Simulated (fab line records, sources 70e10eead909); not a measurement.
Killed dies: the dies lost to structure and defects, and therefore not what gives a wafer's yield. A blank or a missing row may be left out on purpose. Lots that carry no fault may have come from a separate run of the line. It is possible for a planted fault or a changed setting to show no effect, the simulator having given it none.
Chamber matching    flow nand-harc    NHARC_THIN_TSV_ETCH_44 on rie-diel-05 has 4 sister chambers
The step etches the open film in CF4/O2, target depth 1594.2 nm, time 797.1 s. 27 wafers are shown with their chamber, then 12 later ones without.

== WAFERS PAIRED WITH THEIR CHAMBERS ==
wafer   chamber  showerhead-plenum-p-Torr (Torr)  drypump-motor-current-A (A)  rf-vpp-V (V)
L074.4  2        1.73                             5.3                          788
L074.5  2        1.73                             5.2                          787
L074.6  3        1.92                             6.0                          801
L075.1  1        1.75                             5.9                          791
L075.2  2        1.73                             5.3                          788
L075.6  2        1.73                             5.3                          789
L077.1  3        1.92                             6.0                          799
L077.4  1        1.75                             5.9                          791
L077.6  2        1.73                             5.3                          789
L081.1  0        1.73                             5.0                          788
L081.5  3        1.91                             6.0                          799
L081.6  0        1.73                             5.0                          789
L085.2  0        1.73                             5.0                          788
L085.4  3        1.91                             6.1                          800
L085.5  1        1.75                             6.0                          789
L086.1  3        1.91                             6.0                          800
L086.5  3        1.91                             6.1                          799
L086.6  2        1.73                             5.3                          787
L084.1  1        1.75                             5.9                          790
L084.3  0        1.73                             5.0                          787
L084.5  0        1.73                             5.0                          787
L089.1  0        1.73                             5.0                          789
L089.4  1        1.75                             5.9                          789
L089.5  0        1.73                             5.0                          786
L089.2  2        1.73                             5.3                          790
L089.3  3        1.91                             6.1                          799
L089.6  1        1.75                             5.9                          789

SIGNATURES (averages over the wafers above)
reading                   chamber 0  chamber 1  chamber 2  chamber 3  scatter within a chamber
showerhead-plenum-p-Torr  1.7300     1.7500     1.7300     1.9129     0.00249
drypump-motor-current-A   5.000      5.917      5.286      6.043      0.0385
rf-vpp-V                  787.71     789.83     788.29     799.57     1.01
Rule: for a wafer and a chamber, the distance is found by dividing, reading by reading, the gap between the wafer's reading and the chamber's mean by the reading's scatter, squaring, summing and taking the root. If the next closest chamber is less than 2 further off than the closest, the wafer can't be placed; otherwise it belongs to the closest. The scatter: the root of (the sum of the squares of (reading less its chamber's mean) over the shown wafers, divided by (wafers less chambers)).

== WAFERS WITH NO CHAMBER GIVEN ==
wafer   showerhead-plenum-p-Torr (Torr)  drypump-motor-current-A (A)  rf-vpp-V (V)
L091.2  1.75                             5.9                          788
L091.3  1.73                             5.0                          786
L091.4  1.73                             5.3                          788
L094.1  1.75                             5.9                          790
L094.4  1.73                             5.2                          788
L094.5  1.73                             5.2                          788
L092.4  1.91                             6.0                          798
L092.5  1.91                             6.1                          801
L092.6  1.73                             5.3                          788
L097.2  1.91                             6.0                          800
L097.4  1.73                             5.2                          788
L097.5  1.91                             6.0                          799

== WHICH CHAMBER EACH WENT THROUGH ==
wafer   from the rows above  in truth
L091.2  1                    1
L091.3  0                    0
L091.4  2                    2
L094.1  1                    1
L094.4  2                    2
L094.5  2                    2
L092.4  3                    3
L092.5  3                    3
L092.6  2                    2
L097.2  3                    3
L097.4  2                    2
L097.5  3                    3
Correctly placed: 12 of 12. Can't be placed from these rows: 0. 0 placed wrongly.
